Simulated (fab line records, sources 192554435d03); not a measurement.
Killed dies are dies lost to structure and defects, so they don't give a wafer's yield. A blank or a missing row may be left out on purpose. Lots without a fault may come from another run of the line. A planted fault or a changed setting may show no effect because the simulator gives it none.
Which tool did it? | flow n5_finfet | 11 lots, 29 wafers sampled, at 6 steps of a route of 1938

WHAT THE GAUGES READ, wafer by wafer
N5_BEOL_M0_OCD_MEAS_108. Usual: trench_depth_nm 32.4 nm, standard deviation 0.79.
lot  | measured     | on     | trench_depth_nm (nm) | flag
L428 | day 6 09:36  | ocd-02 | 32.5 31.0 32.5       |
L429 | day 6 17:53  | ocd-01 | 31.9 32.3 31.3       |
L433 | day 7 12:16  | ocd-01 | 31.8 32.0 31.8       |
L434 | day 7 12:22  | ocd-02 | 32.5 31.8 31.3       |
L436 | day 8 01:23  | ocd-02 | 32.9 32.1 31.6       |
L440 | day 9 08:52  | ocd-02 | 32.9 32.7 32.5       |
L445 | day 10 11:54 | ocd-02 | 32.7 32.8 33.2       |
L446 | day 10 15:10 | ocd-01 | 32.3 33.8            |
L447 | day 11 01:25 | ocd-01 | 32.1 32.3            |
L448 | day 11 05:02 | ocd-02 | 32.5 32.7            |
L450 | day 11 15:01 | ocd-02 | 32.7 31.7            |

N5_BEOL_M1_THK_MEAS_01. Usual: M1_ILD_THK 79.0 nm, standard deviation 1.3.
lot  | measured     | on            | M1_ILD_THK (nm) | flag
L428 | day 6 13:27  | film_metro-01 | 76.3 79.3 76.9  |
L429 | day 6 20:58  | film_metro-01 | 79.1 79.4 81.5  |
L433 | day 7 15:08  | film_metro-01 | 77.3 80.4 79.4  |
L434 | day 7 16:54  | film_metro-02 | 78.7 77.4 78.1  |
L436 | day 8 06:53  | film_metro-02 | 77.9 81.0 91.0  | OFF
L440 | day 9 11:27  | film_metro-02 | 93.3 79.7 81.2  | OFF
L445 | day 10 16:20 | film_metro-01 | 79.2 78.3 80.0  |
L446 | day 10 19:35 | film_metro-02 | 80.3 80.2       |
L447 | day 11 06:01 | film_metro-01 | 79.9 80.7       |
L448 | day 11 08:31 | film_metro-01 | 79.1 78.7       |
L450 | day 11 20:37 | film_metro-02 | 81.7 79.4       |

N5_BEOL_M4_RC_MEAS_101. Usual: DIBL_N 36.5 mV/V, standard deviation 2.2; DIBL_P 36.9 mV/V, standard deviation 2.9; IOFF_N 0.17 nA/um, standard deviation 0.044; IOFF_P 0.22 nA/um, standard deviation 0.052; ION_N 671 uA/um, standard deviation 16; ION_P 461 uA/um, standard deviation 10; SS_N 71.6 mV/dec, standard deviation 0.73; SS_P 73.5 mV/dec, standard deviation 0.79; VT_N 250 mV, standard deviation 4.1; VT_P -250 mV, standard deviation 4.1.
lot  | measured     | on        | DIBL_N (mV/V)  | DIBL_P (mV/V)  | IOFF_N (nA/um) | IOFF_P (nA/um) | ION_N (uA/um) | ION_P (uA/um) | SS_N (mV/dec)  | SS_P (mV/dec)  | VT_N (mV)   | VT_P (mV)      | flag
L428 | day 9 04:32  | prober-02 | 35.9 36.7 35.2 | 36.2 36.3 36.0 | 0.15 0.15 0.14 | 0.21 0.20 0.21 | 666 656 664   | 459 453 461   | 70.7 71.3 71.9 | 73.0 73.7 73.2 | 249 250 253 | -249 -252 -248 |
L429 | day 9 11:28  | prober-01 | 34.2 37.0 35.7 | 34.5 38.1 37.1 | 0.11 0.16 0.13 | 0.18 0.22 0.21 | 655 655 668   | 451 448 463   | 71.1 72.2 71.2 | 72.1 73.3 72.9 | 258 250 252 | -254 -252 -251 |
L433 | day 9 21:05  | prober-01 | 37.5 34.3 36.0 | 38.7 35.8 36.9 | 0.20 0.14 0.16 | 0.24 0.20 0.20 | 692 654 671   | 466 450 457   | 72.0 71.6 72.1 | 74.6 73.7 73.9 | 246 253 251 | -251 -252 -249 |
L434 | day 10 03:28 | prober-01 | 37.2 33.1 36.8 | 36.5 31.3 36.6 | 0.16 0.11 0.16 | 0.25 0.18 0.24 | 671 648 660   | 462 447 462   | 71.9 71.2 71.2 | 73.6 73.2 73.8 | 252 255 250 | -246 -248 -247 |
L436 | day 10 18:16 | prober-01 | 38.5 42.5 39.5 | 37.3 43.5 39.5 | 0.19 0.31 0.23 | 0.25 0.40 0.30 | 694 705 695   | 466 483 477   | 72.3 72.5 72.6 | 73.6 75.3 73.9 | 247 241 247 | -248 -241 -245 |
L440 | day 12 01:53 | prober-02 | 35.8 38.2 36.5 | 35.7 39.1 37.2 | 0.16 0.18 0.17 | 0.19 0.24 0.22 | 689 670 680   | 471 456 466   | 71.6 71.8 71.3 | 73.1 73.7 73.1 | 247 248 249 | -249 -249 -251 |
L445 | day 13 09:13 | prober-01 | 32.5 40.5 35.3 | 32.7 41.8 35.7 | 0.11 0.22 0.14 | 0.14 0.26 0.18 | 658 677 657   | 455 461 453   | 69.8 72.3 70.3 | 71.9 75.3 73.5 | 252 247 251 | -255 -249 -253 |
L446 | day 13 09:28 | prober-02 | 34.6 36.5      | 34.3 37.3      | 0.13 0.18      | 0.16 0.20      | 652 669       | 445 453       | 71.5 71.7      | 72.7 73.7      | 253 245     | -253 -250      |
L447 | day 14 03:44 | prober-02 | 35.1 40.6      | 34.2 41.2      | 0.16 0.31      | 0.24 0.38      | 682 707       | 478 487       | 71.1 72.5      | 72.9 74.8      | 251 241     | -243 -238      |
L448 | day 14 06:13 | prober-02 | 38.1 36.0      | 37.4 34.1      | 0.16 0.12      | 0.24 0.16      | 648 654       | 447 448       | 71.6 71.5      | 74.0 72.8      | 252 256     | -250 -254      |
L450 | day 15 04:48 | prober-01 | 40.2 42.3      | 42.9 44.0      | 0.23 0.28      | 0.29 0.33      | 669 702       | 456 471       | 72.3 73.4      | 74.7 75.0      | 248 242     | -247 -243      |

WHICH TOOL RAN EACH LOT (tool, then ch and the chambers of the sampled wafers, then the start)
lot  | N5_BEOL_M0_DEGAS_112         | N5_BEOL_M0_PRE_CLEAN_113     | N5_BEOL_M1_ILD_DEP_00
L428 | pvd_sputter-01, day 6 10:41  | pvd_sputter-01, day 6 10:44  | pecvd-03 ch 0,1, day 6 13:22
L429 | pvd_sputter-02, day 6 18:53  | pvd_sputter-02, day 6 18:55  | pecvd-02 ch 0,1,2, day 6 20:55
L433 | pvd_sputter-03, day 7 12:50  | pvd_sputter-03, day 7 12:53  | pecvd-03 ch 1,2, day 7 15:04
L434 | pvd_sputter-02, day 7 13:11  | pvd_sputter-02, day 7 13:14  | pecvd-04 ch 0,1,2, day 7 16:50
L436 | pvd_sputter-02, day 8 04:37  | pvd_sputter-02, day 8 04:40  | pecvd-04 ch 0,1,2, day 8 06:49
L440 | pvd_sputter-03, day 9 09:10  | pvd_sputter-03, day 9 09:12  | pecvd-04 ch 0,1, day 9 11:23
L445 | pvd_sputter-01, day 10 13:15 | pvd_sputter-01, day 10 13:17 | pecvd-02 ch 0,2, day 10 16:15
L446 | pvd_sputter-02, day 10 17:17 | pvd_sputter-02, day 10 17:20 | pecvd-03 ch 0,2, day 10 19:32
L447 | pvd_sputter-02, day 11 02:21 | pvd_sputter-02, day 11 02:23 | pecvd-03 ch 0, day 11 05:56
L448 | pvd_sputter-03, day 11 06:02 | pvd_sputter-03, day 11 06:04 | pecvd-02 ch 0,2, day 11 08:27
L450 | pvd_sputter-01, day 11 15:32 | pvd_sputter-01, day 11 15:34 | pecvd-04 ch 1,2, day 11 20:34
- N5_BEOL_M0_DEGAS_112: time 60 s.
- N5_BEOL_M0_PRE_CLEAN_113: time 30 s.
- N5_BEOL_M1_ILD_DEP_00: deposits SiOC from DEMS/O2, target thk 79 nm, time 15.3 s.

WHAT THE TOOLS THEMSELVES READ (means of the sampled wafers that have a number; where no wafer has one, the mark that the record gives instead)
N5_BEOL_M0_DEGAS_112. Usual: heater_power_w 331 W, standard deviation 31.
lot  | tool           | heater_power_w (W) | flag
L428 | pvd_sputter-01 | 325                |
L429 | pvd_sputter-02 | 306                |
L433 | pvd_sputter-03 | 324                |
L434 | pvd_sputter-02 | 350                |
L436 | pvd_sputter-02 | 316                |
L440 | pvd_sputter-03 | 325                |
L445 | pvd_sputter-01 | 365                |
L446 | pvd_sputter-02 | 332                |
L447 | pvd_sputter-02 | 313                |
L448 | pvd_sputter-03 | 323                |
L450 | pvd_sputter-01 | 358                |

N5_BEOL_M0_PRE_CLEAN_113. Usual: heater_power_w 330 W, standard deviation 32.
lot  | tool           | heater_power_w (W) | flag
L428 | pvd_sputter-01 | 319                |
L429 | pvd_sputter-02 | 303                |
L433 | pvd_sputter-03 | 328                |
L434 | pvd_sputter-02 | 351                |
L436 | pvd_sputter-02 | 315                |
L440 | pvd_sputter-03 | 329                |
L445 | pvd_sputter-01 | 359                |
L446 | pvd_sputter-02 | 328                |
L447 | pvd_sputter-02 | 310                |
L448 | pvd_sputter-03 | 322                |
L450 | pvd_sputter-01 | 362                |

N5_BEOL_M1_ILD_DEP_00. Usual: heater_power_w 506 W, standard deviation 83; showerhead_plenum_p_Torr 5.701 Torr, standard deviation 0.013; throttle_valve_pct 11.9 %, standard deviation 0.67.
lot  | tool     | heater_power_w (W) | showerhead_plenum_p_Torr (Torr) | throttle_valve_pct (%) | flag
L428 | pecvd-03 | 545                | 5.699                           | 11.4                   |
L429 | pecvd-02 | 501                | 5.717                           | 11.7                   |
L433 | pecvd-03 | 595                | 5.703                           | 11.2                   |
L434 | pecvd-04 | 431                | 5.699                           | 12.2                   |
L436 | pecvd-04 | 422                | 5.697                           | 12.5                   |
L440 | pecvd-04 | 429                | 5.705                           | 13.0                   |
L445 | pecvd-02 | 445                | 5.711                           | 11.7                   |
L446 | pecvd-03 | 603                | 5.696                           | 11.3                   |
L447 | pecvd-03 | 501                | 5.678                           | 11.5                   |
L448 | pecvd-02 | 460                | 5.707                           | 11.9                   |
L450 | pecvd-04 | 442                | 5.698                           | 12.1                   |

THE ANSWER, worked out from the rows above alone
Rule: a lot is off if the mean of its wafers that have a number lies more than 3 standard deviations from the usual mean. A lot without any number at a reading at which 4 lots or more have one is off too. The other lots that the step has rows for count as sound. The gauges are gone through in route order, then the tools' own readings, and for those a lot's mean is taken as printed above. The first step at which some lot is off is used, and at that step the reading that is off furthest; a lot without a number counts as furthest.
Off: L436, L440, at N5_BEOL_M1_THK_MEAS_01 (M1_ILD_THK).
A tool fits if, at a process step before that reading, it ran every lot that is off, and no sound lot after the first of them. The gauges at N5_BEOL_M1_THK_MEAS_01 are tried like those tools. None of those tried fits.

WHAT THE SIMULATOR HAD PUT IN
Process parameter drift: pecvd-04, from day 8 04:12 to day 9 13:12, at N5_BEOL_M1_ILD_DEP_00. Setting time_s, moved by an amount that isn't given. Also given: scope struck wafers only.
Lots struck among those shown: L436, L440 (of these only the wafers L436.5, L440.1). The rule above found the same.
